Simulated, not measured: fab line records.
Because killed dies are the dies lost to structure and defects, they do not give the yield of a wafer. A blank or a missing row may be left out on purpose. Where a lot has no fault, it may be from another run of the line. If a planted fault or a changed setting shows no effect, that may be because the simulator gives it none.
Chamber matching || flow nand_harc || rie_diel-11 running NHARC_P_BONDPAD_DESCUM_11: 4 sister chambers
The step chemistry O2, time 3 s. 18 wafers are shown with their chamber, then 9 later ones without.

## EACH WAFER AND ITS CHAMBER
{"wafer": "L075.2", "chamber": 0, "drypump_motor_current_A (A)": 5.5, "oes_product_au (a.u.)": 1.020, "rf_vpp_V (V)": 58.3}
{"wafer": "L075.4", "chamber": 3, "drypump_motor_current_A (A)": 6.0, "oes_product_au (a.u.)": 0.987, "rf_vpp_V (V)": 58.0}
{"wafer": "L075.5", "chamber": 2, "drypump_motor_current_A (A)": 5.0, "oes_product_au (a.u.)": 1.004, "rf_vpp_V (V)": 56.7}
{"wafer": "L078.1", "chamber": 0, "drypump_motor_current_A (A)": 5.4, "oes_product_au (a.u.)": 1.014, "rf_vpp_V (V)": 57.6}
{"wafer": "L078.3", "chamber": 3, "drypump_motor_current_A (A)": 6.0, "oes_product_au (a.u.)": 1.005, "rf_vpp_V (V)": 56.6}
{"wafer": "L078.5", "chamber": 1, "drypump_motor_current_A (A)": 6.4, "oes_product_au (a.u.)": 1.011, "rf_vpp_V (V)": 57.9}
{"wafer": "L081.2", "chamber": 1, "drypump_motor_current_A (A)": 6.4, "oes_product_au (a.u.)": 0.995, "rf_vpp_V (V)": 59.4}
{"wafer": "L081.4", "chamber": 3, "drypump_motor_current_A (A)": 6.0, "oes_product_au (a.u.)": 0.989, "rf_vpp_V (V)": 57.4}
{"wafer": "L081.5", "chamber": 1, "drypump_motor_current_A (A)": 6.4, "oes_product_au (a.u.)": 0.996, "rf_vpp_V (V)": 57.4}
{"wafer": "L083.2", "chamber": 0, "drypump_motor_current_A (A)": 5.5, "oes_product_au (a.u.)": 1.007, "rf_vpp_V (V)": 56.6}
{"wafer": "L083.3", "chamber": 3, "drypump_motor_current_A (A)": 6.0, "oes_product_au (a.u.)": 0.993, "rf_vpp_V (V)": 57.8}
{"wafer": "L083.4", "chamber": 1, "drypump_motor_current_A (A)": 6.4, "oes_product_au (a.u.)": 1.005, "rf_vpp_V (V)": 59.2}
{"wafer": "L085.1", "chamber": 2, "drypump_motor_current_A (A)": 5.1, "oes_product_au (a.u.)": 0.996, "rf_vpp_V (V)": 58.0}
{"wafer": "L085.2", "chamber": 0, "drypump_motor_current_A (A)": 5.4, "oes_product_au (a.u.)": 1.017, "rf_vpp_V (V)": 56.1}
{"wafer": "L085.6", "chamber": 1, "drypump_motor_current_A (A)": 6.4, "oes_product_au (a.u.)": 1.001, "rf_vpp_V (V)": 59.2}
{"wafer": "L090.4", "chamber": 2, "drypump_motor_current_A (A)": 5.0, "oes_product_au (a.u.)": 0.999, "rf_vpp_V (V)": 58.0}
{"wafer": "L090.5", "chamber": 1, "drypump_motor_current_A (A)": 6.4, "oes_product_au (a.u.)": 0.999, "rf_vpp_V (V)": 58.1}
{"wafer": "L090.6", "chamber": 2, "drypump_motor_current_A (A)": 5.1, "oes_product_au (a.u.)": 1.000, "rf_vpp_V (V)": 57.3}

SIGNATURES (averages over the wafers above)
{"reading": "drypump_motor_current_A", "chamber 0": 5.450, "chamber 1": 6.400, "chamber 2": 5.050, "chamber 3": 6.000, "scatter within a chamber": 0.0378}
{"reading": "oes_product_au", "chamber 0": 1.01450, "chamber 1": 1.00117, "chamber 2": 0.99975, "chamber 3": 0.99350, "scatter within a chamber": 0.00599}
{"reading": "rf_vpp_V", "chamber 0": 57.150, "chamber 1": 58.533, "chamber 2": 57.500, "chamber 3": 57.450, "scatter within a chamber": 0.792}
Rule: a wafer's distance from a chamber is the root of the sum, over the readings, of the square of ((its reading less the chamber's mean) divided by the reading's scatter). The wafer belongs to the nearest chamber; if the next one is less than 2 further off, it can't be placed. The scatter: take each reading less its chamber's mean, square it, sum over the shown wafers, divide by the number of wafers less the number of chambers, and take the root.

## WAFERS WITHOUT THEIR CHAMBER
{"wafer": "L093.2", "drypump_motor_current_A (A)": 5.0, "oes_product_au (a.u.)": 0.997, "rf_vpp_V (V)": 57.5}
{"wafer": "L093.4", "drypump_motor_current_A (A)": 6.4, "oes_product_au (a.u.)": 0.994, "rf_vpp_V (V)": 58.0}
{"wafer": "L093.5", "drypump_motor_current_A (A)": 6.4, "oes_product_au (a.u.)": 1.016, "rf_vpp_V (V)": 58.7}
{"wafer": "L094.2", "drypump_motor_current_A (A)": 5.1, "oes_product_au (a.u.)": 1.007, "rf_vpp_V (V)": 57.4}
{"wafer": "L094.4", "drypump_motor_current_A (A)": 6.0, "oes_product_au (a.u.)": 0.996, "rf_vpp_V (V)": 57.9}
{"wafer": "L094.5", "drypump_motor_current_A (A)": 6.0, "oes_product_au (a.u.)": 0.998, "rf_vpp_V (V)": 57.7}
{"wafer": "L097.1", "drypump_motor_current_A (A)": 5.9, "oes_product_au (a.u.)": 0.990, "rf_vpp_V (V)": 58.1}
{"wafer": "L097.2", "drypump_motor_current_A (A)": 5.4, "oes_product_au (a.u.)": 1.015, "rf_vpp_V (V)": 57.2}
{"wafer": "L097.5", "drypump_motor_current_A (A)": 6.0, "oes_product_au (a.u.)": 0.994, "rf_vpp_V (V)": 57.9}

## EACH ONE'S CHAMBER
{"wafer": "L093.2", "from the rows above": 2, "in truth": 2}
{"wafer": "L093.4", "from the rows above": 1, "in truth": 1}
{"wafer": "L093.5", "from the rows above": 1, "in truth": 1}
{"wafer": "L094.2", "from the rows above": 2, "in truth": 2}
{"wafer": "L094.4", "from the rows above": 3, "in truth": 3}
{"wafer": "L094.5", "from the rows above": 3, "in truth": 3}
{"wafer": "L097.1", "from the rows above": 3, "in truth": 3}
{"wafer": "L097.2", "from the rows above": 0, "in truth": 0}
{"wafer": "L097.5", "from the rows above": 3, "in truth": 3}
Correct placement for 9 of the 9. Not placeable from these rows: 0. Wrongly placed: 0.
